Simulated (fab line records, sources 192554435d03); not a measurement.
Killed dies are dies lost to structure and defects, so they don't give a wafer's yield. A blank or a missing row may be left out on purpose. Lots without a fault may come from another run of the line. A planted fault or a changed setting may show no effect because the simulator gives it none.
Chamber matching | flow n5_finfet | N5_BEOL_M1_ALD_98 on ald_sin-02: 4 sister chambers
The step deposits SiO2, target thk 2.5 nm, pulse time 1 s, co reactant pulse time 1 s. 16 wafers are shown with their chamber, then 8 later ones without.

WAFERS WITH THEIR CHAMBER
wafer  | chamber | heater_power_w (W) | precursor_pulse_height_rel
L074.2 | 2       | 77                 | 1.022
L074.3 | 1       | 78                 | 0.984
L074.6 | 2       | 80                 | 1.015
L077.3 | 0       | 65                 | 1.002
L077.5 | 1       | 78                 | 1.027
L077.6 | 2       | 77                 | 0.993
L082.3 | 0       | 65                 | 0.976
L082.5 | 2       | 77                 | 1.008
L082.6 | 1       | 78                 | 1.022
L090.2 | 0       | 65                 | 1.036
L090.3 | 1       | 78                 | 0.989
L090.4 | 3       | 77                 | 0.997
L094.1 | 2       | 78                 | 0.995
L094.4 | 2       | 78                 | 0.989
L094.5 | 1       | 77                 | 0.976
L096.1 | 2       | 77                 | 0.960

SIGNATURES (means of the wafers above)
reading                    | chamber 0 | chamber 1 | chamber 2 | chamber 3 | scatter within a chamber
heater_power_w             | 65.00     | 77.80     | 77.71     | 77.00     | 0.828
precursor_pulse_height_rel | 1.00467   | 0.99960   | 0.99743   | 0.99700   | 0.0233
Rule: a wafer's distance from a chamber is the root of the sum, over the readings, of the square of ((its reading less the chamber's mean) divided by the reading's scatter). The wafer belongs to the nearest chamber; if the next one is less than 2 further off, it can't be placed. The scatter: the root of (the sum of the squares of (reading less its chamber's mean) over the shown wafers, divided by (wafers less chambers)).

WAFERS WITHOUT THEIR CHAMBER
wafer  | heater_power_w (W) | precursor_pulse_height_rel
L096.2 | 66                 | 1.025
L096.3 | 79                 | 1.035
L096.4 | 65                 | 0.998
L096.5 | 81                 | 0.987
L096.6 | 79                 | 0.990
L097.3 | 66                 | 0.992
L097.5 | 76                 | 0.996
L097.6 | 77                 | 0.990

WHICH CHAMBER EACH WENT THROUGH
wafer  | from the rows above          | in truth
L096.2 | 0                            | 0
L096.3 | can't be placed: 1 or 2 or 3 | 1
L096.4 | 0                            | 0
L096.5 | can't be placed: 1 or 2 or 3 | 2
L096.6 | can't be placed: 1 or 2 or 3 | 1
L097.3 | 0                            | 0
L097.5 | can't be placed: 3 or 2 or 1 | 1
L097.6 | can't be placed: 3 or 2 or 1 | 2
Placed correctly: 3 of 8. Can't be placed from these rows: 5 (the true chamber is among the candidates in 5). Placed wrongly: 0.
